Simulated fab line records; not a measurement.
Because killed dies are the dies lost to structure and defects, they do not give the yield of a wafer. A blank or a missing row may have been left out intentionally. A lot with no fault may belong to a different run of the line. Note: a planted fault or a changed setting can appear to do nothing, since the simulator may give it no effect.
fab line records    flow nandHarc
record: lots: 15  wafers: 45  lastDay: 33
route steps=1302 shown P_CONTACT@252 P_M0@274
lots with no fault: from the same line, run without faults
startH: hours from the record's opening day to when the first of the lot's shown wafers began    waitH: time in hours since the lot's previous step    " unchanged from the row above    L1.1+2: a row that stands for several wafers    - either no value or no given start    * or withheld: withheld    < > ~ a bound
route shown NAME@n: names a module that has steps shown in the file, with the first one's number in the route    usual: mean and standard deviation over wafers with no fault    same: alike in all rows    chamber/n: place in a boat    sites: each site's reading    _std_site: standard deviation of those values    _edge_site: inner sites' mean taken away from outer sites' mean    radiusMm: for every site, how far away it sits from the centre of the wafer    mask NAME#n: copy n    behind: the most recent tool/chamber to have shaped the wafer    hold: what put the lot on hold/how long, in hours/how the hold closed    device: names the non-switching transistor (n, p or np)    end of line: tests run on the same wafers once the route is complete    where a step has no rows: the recipe by itself    killed: dies lost to structure and defects at the first sort, not the wafer's yield    map: dies across one wafer; x = killed, . = not, _ = none there
set.NAME: setting as actually run; set.NAME@STEP: the setting as run at that earlier step    model.NAME: the simulator's own value behind a step, which no gauge read
one table for each step of the route and one row for each wafer, over a sample of lots
services: when a tool's chamber went out of use (startH, in hours from the record's first day, below 0 if earlier), for how many hours, and the reason
== steps ==
step: NHARC_P_CONTACT_INSPECT_27
usual: rawDefectCount: 292/140
lot.wafer  tool              chamber  startH  waitH  rawDefectCount
L327.2     defectInspect-02  -        125.80  0.1    856
L327.3     "                 -        "       "      406
L327.6     "                 -        "       "      426
L328.2     defectInspect-01  -        133.13  0.1    116
L328.3     "                 -        "       "      196
L328.5     "                 -        "       "      187
L330.2     defectInspect-02  -        155.46  0.1    171
L330.4     "                 -        "       "      155
L330.5     "                 -        "       "      360
L331.2     defectInspect-01  -        169.68  0.1    230
L331.5     "                 -        "       "      274
L331.6     "                 -        "       "      192
L332.3     defectInspect-01  -        170.27  0.1    172
L332.5     "                 -        "       "      306
L332.6     "                 -        "       "      402
L333.1     defectInspect-02  -        181.52  0.1    153
L333.2     "                 -        "       "      177
L333.4     "                 -        "       "      103
L334.2     defectInspect-02  -        191.22  0.1    233
L334.3     "                 -        "       "      208
L334.5     "                 -        "       "      227
L335.2     defectInspect-01  -        196.87  0.1    212
L335.4     "                 -        "       "      278
L335.6     "                 -        "       "      143
L343.3     defectInspect-01  -        283.21  0.1    201
L343.4     "                 -        "       "      201
L343.6     "                 -        "       "      242
L344.1     defectInspect-01  -        289.84  0.1    328
L344.3     "                 -        "       "      245
L344.6     "                 -        "       "      201
L345.1     defectInspect-02  -        306.70  0.1    221
L345.4     "                 -        "       "      228
L345.6     "                 -        "       "      307
L346.1     defectInspect-01  -        312.15  0.1    380
L346.2     "                 -        "       "      331
L346.6     "                 -        "       "      350
L347.1     defectInspect-01  -        319.15  0.1    206
L347.2     "                 -        "       "      215
L347.6     "                 -        "       "      318
L349.2     defectInspect-02  -        343.12  0.1    122
L349.3     "                 -        "       "      334
L349.4     "                 -        "       "      223
L350.1     defectInspect-01  -        354.12  0.1    461
L350.3     "                 -        "       "      299
L350.6     "                 -        "       "      347
step: NHARC_P_M0_PVD_20
recipe: targetThkA: 50  biasV: 168.6  powerW: 15000  chamberPressurePa: 0.12  timeS: 8.06  substrateTempC: 50  material: TaN
usual: biasV: 168.5/1.7  cathodeDcPowerW: 15000/2.9  throttleValvePct: 30.0/1.2
lot.wafer  tool           chamber  startH  waitH  biasV  cathodeDcPowerW  throttleValvePct
L327.2     pvdSputter-03  -        127.92  -      168.9  15001            30.5
L327.3     "              -        "       "      169.4  14999            29.5
L327.6     "              -        "       "      167.7  15000            28.4
L328.2     pvdSputter-03  -        135.26  -      165.2  14998            30.9
L328.3     "              -        "       "      170.4  15003            29.7
L328.5     "              -        "       "      168.7  15000            30.6
L330.2     pvdSputter-01  -        157.62  -      168.9  15000            28.7
L330.4     "              -        "       "      166.0  14995            30.5
L330.5     "              -        "       "      169.3  14997            30.5
L331.2     pvdSputter-01  -        171.83  -      168.9  14998            30.4
L331.5     "              -        "       "      168.5  15002            30.6
L331.6     "              -        "       "      169.0  14999            30.3
L332.3     pvdSputter-01  -        172.58  -      170.2  14998            31.1
L332.6     "              -        "       "      168.8  15002            30.6
L332.5     "              -        "       "      166.5  14997            30.2
L333.2     pvdSputter-01  -        183.66  -      -      -                -
L333.4     "              -        "       "      -      -                -
L333.1     "              -        "       "      -      -                -
L334.2     pvdSputter-02  -        193.37  -      -      -                -
L334.3     "              -        "       "      -      -                -
L334.5     "              -        "       "      -      -                -
L335.4     pvdSputter-02  -        199.34  -      -      -                -
L335.2     "              -        "       "      -      -                -
L335.6     "              -        "       "      -      -                -
L343.3     pvdSputter-01  -        285.55  -      170.4  14998            30.7
L343.4     "              -        "       "      167.8  15002            29.5
L343.6     "              -        "       "      168.7  14996            30.9
L344.1     pvdSputter-01  -        291.84  -      167.9  15000            29.6
L344.3     "              -        "       "      166.9  15003            31.1
L344.6     "              -        "       "      169.5  15001            31.4
L345.1     pvdSputter-01  -        308.84  -      167.9  15001            30.7
L345.4     "              -        "       "      166.4  15000            30.0
L345.6     "              -        "       "      170.1  15001            31.2
L346.1     pvdSputter-02  -        314.32  -      170.4  14997            28.4
L346.2     "              -        "       "      167.7  14995            29.0
L346.6     "              -        "       "      168.8  15003            28.8
L347.2     pvdSputter-03  -        322.17  -      167.1  14997            31.0
L347.1     "              -        "       "      166.6  15001            28.0
L347.6     "              -        "       "      166.8  15000            28.0
L349.3     pvdSputter-02  -        345.52  -      168.6  15006            30.9
L349.4     "              -        "       "      168.9  14999            29.1
L349.2     "              -        "       "      168.4  15003            28.3
L350.3     pvdSputter-02  -        356.24  -      168.6  15005            29.1
L350.1     "              -        "       "      167.8  15002            28.5
L350.6     "              -        "       "      170.2  15003            30.7
step: NHARC_P_M0_INSPECT_27
usual: rawDefectCount: 320/140
lot.wafer  tool              chamber  startH  waitH  rawDefectCount
L327.2     defectInspect-02  -        129.36  0.0    203
L327.3     "                 -        "       "      243
L327.6     "                 -        "       "      192
L328.2     defectInspect-02  -        136.73  0.0    125
L328.3     "                 -        "       "      117
L328.5     "                 -        "       "      167
L330.2     defectInspect-02  -        159.06  0.0    316
L330.4     "                 -        "       "      153
L330.5     "                 -        "       "      375
L331.2     defectInspect-02  -        173.29  0.0    212
L331.5     "                 -        "       "      163
L331.6     "                 -        "       "      253
L332.3     defectInspect-01  -        174.05  0.0    286
L332.5     "                 -        "       "      260
L332.6     "                 -        "       "      391
L333.1     defectInspect-02  -        185.10  0.0    303
L333.2     "                 -        "       "      296
L333.4     "                 -        "       "      229
L334.2     defectInspect-01  -        194.81  0.0    269
L334.3     "                 -        "       "      466
L334.5     "                 -        "       "      248
L335.2     defectInspect-02  -        200.77  0.0    371
L335.4     "                 -        "       "      492
L335.6     "                 -        "       "      375
L343.3     defectInspect-01  -        286.99  0.0    276
L343.4     "                 -        "       "      475
L343.6     "                 -        "       "      290
L344.1     defectInspect-01  -        293.29  0.0    150
L344.3     "                 -        "       "      149
L344.6     "                 -        "       "      262
L345.1     defectInspect-02  -        310.28  0.0    276
L345.4     "                 -        "       "      380
L345.6     "                 -        "       "      210
L346.1     defectInspect-02  -        315.73  0.0    316
L346.2     "                 -        "       "      681
L346.6     "                 -        "       "      247
L347.1     defectInspect-01  -        323.72  0.0    479
L347.2     "                 -        "       "      259
L347.6     "                 -        "       "      421
L349.2     defectInspect-01  -        346.95  0.0    400
L349.3     "                 -        "       "      452
L349.4     "                 -        "       "      275
L350.1     defectInspect-01  -        357.68  0.0    289
L350.3     "                 -        "       "      322
L350.6     "                 -        "       "      254
step: NHARC_P_M0_PRE_CLEAN_31
recipe: timeS: 12  tempC: 370  rfPowerW: 300  gas: NH3
usual: heaterPowerW: 608/76
lot.wafer  tool      chamber  startH  waitH  heaterPowerW
L327.2     pecvd-01  1        129.43  0.1    591
L327.3     "         2        "       "      655
L327.6     "         0        "       "      551
L328.3     pecvd-03  0        136.96  0.2    501
L328.2     "         1        "       "      624
L328.5     "         0        "       "      480
L330.2     pecvd-03  0        159.12  0.1    532
L330.5     "         0        "       "      523
L330.4     "         2        "       "      678
L331.2     pecvd-01  2        173.38  0.1    641
L331.5     "         1        "       "      594
L331.6     "         2        "       "      627
L332.3     pecvd-01  2        174.14  0.1    593
L332.6     "         0        "       "      665
L332.5     "         2        "       "      610
L333.2     pecvd-01  0        185.39  0.3    579
L333.1     "         1        "       "      503
L333.4     "         1        "       "      518
L334.3     pecvd-01  1        194.89  0.1    543
L334.2     "         2        "       "      647
L334.5     "         0        "       "      627
L335.2     pecvd-04  0        200.85  0.1    702
L335.6     "         2        "       "      521
L335.4     "         1        "       "      634
L343.3     pecvd-04  0        287.09  0.1    659
L343.4     "         2        "       "      434
L343.6     "         2        "       "      427
L344.1     pecvd-03  2        293.36  0.1    675
L344.3     "         1        "       "      682
L344.6     "         2        "       "      694
L345.1     pecvd-01  2        310.35  0.1    546
L345.4     "         2        "       "      539
L345.6     "         0        "       "      575
L346.1     pecvd-03  0        315.81  0.1    624
L346.2     "         1        "       "      736
L346.6     "         1        "       "      774
L347.1     pecvd-04  1        323.80  0.1    632
L347.2     "         2        "       "      495
L347.6     "         0        "       "      650
L349.2     pecvd-01  1        347.03  0.1    486
L349.3     "         2        "       "      605
L349.4     "         0        "       "      583
L350.1     pecvd-01  2        357.76  0.1    650
L350.3     "         0        "       "      619
L350.6     "         2        "       "      662
== services ==
tool           chamber  startH  hours  kind
pvdSputter-02  -        104.09  10.0   pm
pecvd-04       -        127.92  13.0   pm
pecvd-01       -        130.14  13.0   pm
pecvd-01       0        130.14  13.0   ventCycle
pecvd-01       1        130.14  13.0   ventCycle
pecvd-01       2        130.14  13.0   ventCycle
pecvd-04       1        163.69  4.2    repair
pvdSputter-03  -        170.00  10.0   pm
pecvd-03       -        173.08  2.4    repair
pecvd-03       -        185.00  13.0   pm
pvdSputter-03  -        193.04  1.6    repair
pecvd-01       1        212.34  20.4   repair
pvdSputter-01  -        226.00  10.0   pm
pvdSputter-02  -        239.32  1.3    repair
pvdSputter-01  -        267.30  2.8    repair
pecvd-04       1        271.63  17.4   repair
pvdSputter-02  -        282.09  10.0   pm
pvdSputter-03  -        286.01  6.8    repair
pecvd-04       -        308.92  13.0   pm
pecvd-01       -        311.14  13.0   pm
pecvd-04       0        331.84  4.2    repair
pecvd-04       1        333.54  16.0   repair
pvdSputter-03  -        333.78  6.7    repair
pvdSputter-03  -        348.00  10.0   pm
== key ==
firstSign: step: NHARC_P_M0_PVD_20  reading: toolRecord  direction: missing
effect none on later readings
metAt NHARC_P_M0_PVD_20
struckLots L333,L334,L335
laterRowsLeftOut L333.1,L333.2,L333.4,L334.2,L334.3,L334.5,L335.2,L335.4,L335.6
sortLeftOut L333.1,L333.2,L333.4,L334.2,L334.3,L334.5,L335.2,L335.4,L335.6
notActingAt NHARC_P_CONTACT_INSPECT_27,NHARC_P_M0_INSPECT_27,NHARC_P_M0_PRE_CLEAN_31
onsetBetween 172.58 183.66
fault: kind: skippedStepWhole  tool: pvdSputter-01,pvdSputter-02  chamber: -  onsetH: 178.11  steps: NHARC_P_M0_PVD_20  scope: struckLotsOnly
sortLeftOut: the simulated sort isn't trusted on such a fault, so these wafers' sort isn't shown, and their yield isn't known
laterRowsLeftOut: the simulator's readings of these wafers behind a module that went badly wrong aren't trusted and aren't shown, but for the sort
